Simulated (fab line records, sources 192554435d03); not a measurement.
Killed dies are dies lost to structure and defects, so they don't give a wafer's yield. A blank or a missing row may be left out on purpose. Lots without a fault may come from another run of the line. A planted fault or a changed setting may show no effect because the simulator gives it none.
Chamber matching | flow n5_finfet | N5_BEOL_M0_CUTY_ETCH_62 on rie_diel-01: 4 sister chambers
The step etches SiARC in CF4, time 58.5 s. 4 wafers are shown with their chamber, then 8 later ones without.

WAFERS WITH THEIR CHAMBER
wafer  | chamber | throttle_valve_pct (%)
L084.1 | 2       | 15.39
L084.2 | 3       | 15.55
L084.4 | 1       | 15.82
L086.1 | 0       | 15.93

WAFERS WITHOUT THEIR CHAMBER
wafer  | throttle_valve_pct (%)
L086.3 | 15.40
L086.4 | 15.56
L091.1 | 15.88
L091.4 | 15.95
L091.5 | 15.38
L093.2 | 15.59
L093.4 | 15.98
L093.6 | 15.86

WHICH CHAMBER EACH WENT THROUGH
wafer  | from the rows above     | in truth
L086.3 | 2                       | 2
L086.4 | 3                       | 3
L091.1 | can't be placed: 0 or 1 | 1
L091.4 | 0                       | 0
L091.5 | 2                       | 2
L093.2 | 3                       | 3
L093.4 | 0                       | 0
L093.6 | can't be placed: 1 or 0 | 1
Placed correctly: 6 of 8. Can't be placed from these rows: 2 (the true chamber is among the candidates in 2). Placed wrongly: 0.
How it was worked out, from the rows above alone: a wafer's distance from a chamber is the root of the sum, over the readings, of the square of ((its reading less the chamber's mean) divided by the reading's scatter). The wafer belongs to the nearest chamber; if the next one is less than 2 further off, it can't be placed. A chamber's mean is the mean of its shown wafers. The scatter: with one shown wafer a chamber, the root of the mean of the squares of how far each hidden wafer lies from its nearest shown one.
